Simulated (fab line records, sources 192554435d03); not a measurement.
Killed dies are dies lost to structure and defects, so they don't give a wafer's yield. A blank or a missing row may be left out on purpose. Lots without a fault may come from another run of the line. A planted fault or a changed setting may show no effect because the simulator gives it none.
Split-lot experiment | flow n5_finfet | 7 lots, 21 wafers read, on a route of 1938 steps

THE SPLIT
At N5_PMOS_HMC_CHANNEL_EPI_PEB_07 (peb time 60 s), the setting peb_time_s was moved away from the recipe's 60 s on 6 of the 21 wafers read, by -17.0% to +10.9%. The other wafers ran this setting at the recipe's value.

FROM THE SPLIT TO THE READING: what the file shows between them, 1 step
- N5_PMOS_HMC_CHANNEL_EPI_DEVELOP_08: develop time 30 s (also split here: develop_time_s)

THE READING
cd_nm, in nm, at N5_PMOS_HMC_CHANNEL_EPI_CD_MEAS_09 (target cd 237.4 nm). Fault-free wafers of this fab line usually give 237.3 nm, standard deviation 1 nm.

wafer  | tool, chamber at the split | peb_time_s as run, s | against the recipe | cd_nm, nm | against lot-mates on the recipe
L074.2 | litho_track-05, 0          | 60                   | recipe             | 236.6     | -
L074.3 | litho_track-05, 0          | 60                   | recipe             | 237.3     | -
L074.5 | litho_track-05, 0          | 60                   | recipe             | 237.8     | -
L078.3 | litho_track-02, 0          | 66.51                | +10.9%             | 240.2     | +2.2
L078.5 | litho_track-02, 0          | 66.51                | +10.9%             | 240.9     | +2.9
L078.6 | litho_track-02, 0          | 60                   | recipe             | 238.0     | -
L082.3 | litho_track-05, 0          | 56.41                | -6.0%              | 233.7     | -4.1
L082.5 | litho_track-05, 0          | 60                   | recipe             | 237.8     | -
L082.6 | litho_track-05, 0          | 56.41                | -6.0%              | 233.7     | -4.1
L085.1 | litho_track-05, 0          | 60                   | recipe             | 236.3     | -
L085.2 | litho_track-05, 0          | 60                   | recipe             | 237.0     | -
L085.6 | litho_track-05, 0          | 60                   | recipe             | 237.3     | -
L090.2 | litho_track-04, 0          | 60                   | recipe             | 239.7     | -
L090.4 | litho_track-04, 0          | 52.28                | -12.9%             | 232.6     | -7.0
L090.5 | litho_track-04, 0          | 60                   | recipe             | 239.4     | -
L091.2 | litho_track-02, 0          | 60                   | recipe             | 236.0     | -
L091.3 | litho_track-02, 0          | 60                   | recipe             | 235.6     | -
L091.5 | litho_track-02, 0          | 49.77                | -17.0%             | 228.1     | -7.7
L094.3 | litho_track-04, 0          | 60                   | recipe             | 237.7     | -
L094.4 | litho_track-04, 0          | 60                   | recipe             | 237.7     | -
L094.5 | litho_track-04, 0          | 60                   | recipe             | 237.9     | -

THE FIT
A straight line over all 21 wafers: cd_nm changes by +0.429 nm for each +1% of peb_time_s; r = +0.91; the points scatter about the line by 1.2 nm.
The same after taking each lot's own level away (the mean of its wafers on the recipe; 21 wafers): +0.414 nm for each +1%; r = +0.95; scatter 0.84 nm.
On that fit, the largest move of peb_time_s shifts the reading by 7.1 nm.
The lots' own levels span 235.80 to 239.55 nm, that is 3.8 times the standard deviation above.
So the lot-to-lot level changes the slope little: the two slopes agree.
Check: with one of the wafers moved furthest among these (-17.0%) left out of the fit, the line predicts -7.38 nm for it against its lot-mates. It came out at -7.7 nm against them.

OTHER SPLITS ON THESE WAFERS
These wafers also went through other splits before the reading. Each is held against what the fit with the lots' levels taken away leaves over:
other split on the same wafers                    | wafers away from the commonest value | r with cd_nm (lot level and that fit taken away)
N5_WELL_APT_COAT_02 spin_rpm                      | 9                                    | +0.23
N5_WELL_APT_EXPOSE_05 dose_mj                     | 5                                    | +0.05
N5_PMOS_HMC_CHANNEL_EPI_DEVELOP_08 develop_time_s | 7                                    | +0.25

THE WHOLE CHAIN: every reading that the file lists as answering this split, in the file's order
step                               | what it does             | reading                                                                     | change (the file's fit)               | r (the file's)
N5_PMOS_HMC_CHANNEL_EPI_CD_MEAS_09 | target cd 237.4 nm       | cd_nm                                                                       | +0.449 nm for each +1% of the setting | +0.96
N5_PMOS_HMC_CHANNEL_EPI_DESCUM_14  | chemistry O2, time 7.9 s | PMOS_HMC_CHANNEL_EPI.cd_nm (the simulator's own value, which no gauge read) | +0.436 nm for each +1% of the setting | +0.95

THE FILE'S OWN FIT
cd_nm changes by +0.449 nm for each +1% of peb_time_s, r = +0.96.
